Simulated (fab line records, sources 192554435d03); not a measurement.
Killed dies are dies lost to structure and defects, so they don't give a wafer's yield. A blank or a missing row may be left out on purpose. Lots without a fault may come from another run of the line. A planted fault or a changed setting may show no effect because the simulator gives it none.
A struck lot beside a sound one | flow n5_finfet | 16 steps out of a route of 1938
Sound: wafers L719.1, L719.2, L719.6. Struck: wafer L705.5. (L705.4, L705.6 of the same lot were not struck and are left out.) The cause comes at the end.
At each step with rows: each side's tool, then ch and its chambers, then its first start. Under that, the readings that differ: sound wafers | struck wafers | difference of the means | sigmas: that difference in standard deviations of wafers without a fault.
alike: readings whose means differ by less than 2 such deviations, and words and numbers that are the same on both sides. not compared: withheld readings, readings that some wafer has no value for, bounds like >300 that may hide the same value, and numbers for which the record gives no deviation and whose values overlap.
The two part at a step that has a row with sigmas, a row that says differs or no value, or rows on one side only. Numbers that don't overlap but have no deviation are shown without sigmas and don't part them. A reading that every wafer of one side lacks parts them only if that side has two wafers or more.

first, 4 steps without rows for these wafers: N5_BEOL_M2_SPUTTER_90 (material Cu, target thk 4.5 nm, time 8.29 s); N5_BEOL_M2_ANNEAL_91 (time 240 s); N5_BEOL_M2_SPUTTER_92 (material Cu, target thk 4.5 nm, time 8.29 s); N5_BEOL_M2_ANNEAL_93 (time 240 s).
N5_BEOL_M2_SPUTTER_94: material Cu, target thk 4.5 nm, time 8.29 s.
  sound on pvd_sputter-02, day 12 05:05; struck on pvd_sputter-01, day 8 13:00
  alike: throttle_valve_pct
N5_BEOL_M2_ANNEAL_95: time 240 s.
  sound on pvd_sputter-02, day 12 05:10; struck on pvd_sputter-01, day 8 13:05
  reading            | sound       | struck | difference | sigmas
  heater_power_w (W) | 865 831 870 | 1009   | +154       | +2
N5_BEOL_M2_SPUTTER_96: material Cu, target thk 4.5 nm, time 8.29 s.
  sound on pvd_sputter-02, day 12 05:18; struck on pvd_sputter-01, day 8 13:13
  alike: throttle_valve_pct
then, 1 step without rows for these wafers: N5_BEOL_M2_ECD_50 (material Cu, target thk 300 nm).
N5_BEOL_M2_ANNEAL_51: time 90 s.
  sound on rtp_anneal-02 ch 0, day 12 05:32; struck on rtp_anneal-01 ch 0, day 8 13:33
  reading          | sound             | struck | difference | sigmas
  wafer_temp_C_max | 226.4 226.5 227.3 | 225.6  | -1.1       | -2
  alike: anneal_temp_c_max
then, 1 step without rows for these wafers: N5_BEOL_M2_CMP_52 (polishes, stops on SiOC, t overpolish 6.8 s, target thk 40 nm).
N5_BEOL_M2_THK_MEAS_53: measures by xrf.
  sound on film_metro-01, day 12 06:08; struck on film_metro-02, day 8 14:01
  alike: M2_THK
N5_BEOL_M2_PRE_CLEAN_60: time 15 s.
  sound on cvd_co-01 ch 0,2, day 12 06:10; struck on cvd_co-02 ch 0, day 8 14:04
  alike: heater_power_w, rf_fwd_power_W
N5_BEOL_M2_CO_CAP_55: material Co, precursor CCTBA/H2, target thk 2 nm, time 102.1 s.
  sound on cvd_co-01 ch 0,2, day 12 06:12; struck on cvd_co-02 ch 0, day 8 14:07
  reading                                   | sound             | struck | difference | sigmas
  run_length_s (s)                          | 125.5 125.3 124.6 | 74.6   | -50.5      | -92
  model.Co_of_BEOL_M2_CO_CAP_55.thk_nm (nm) | 2.2 2 2           | 1      | -1         |
  alike: heater_power_w
then, 1 step without rows for these wafers: N5_BEOL_M2_PRE_CLEAN_56 (time 15 s).
N5_BEOL_M4_RC_MEAS_101:
  sound on prober-01 ch 0, day 13 08:56; struck on prober-02 ch 0, day 9 07:23
  alike: DIBL_N, DIBL_P, IOFF_N, IOFF_P, ION_N, ION_P, SS_N, SS_P, VT_N, VT_P
then, 1 step without rows for these wafers: N5_PASSIVATION_PROBE_49.

WHERE THEY PART
First at N5_BEOL_M2_ANNEAL_95; last, within this record, at N5_BEOL_M2_CO_CAP_55. Later steps at which nothing parts them and some readings are alike: N5_BEOL_M4_RC_MEAS_101.

WHY: what the simulator had put in
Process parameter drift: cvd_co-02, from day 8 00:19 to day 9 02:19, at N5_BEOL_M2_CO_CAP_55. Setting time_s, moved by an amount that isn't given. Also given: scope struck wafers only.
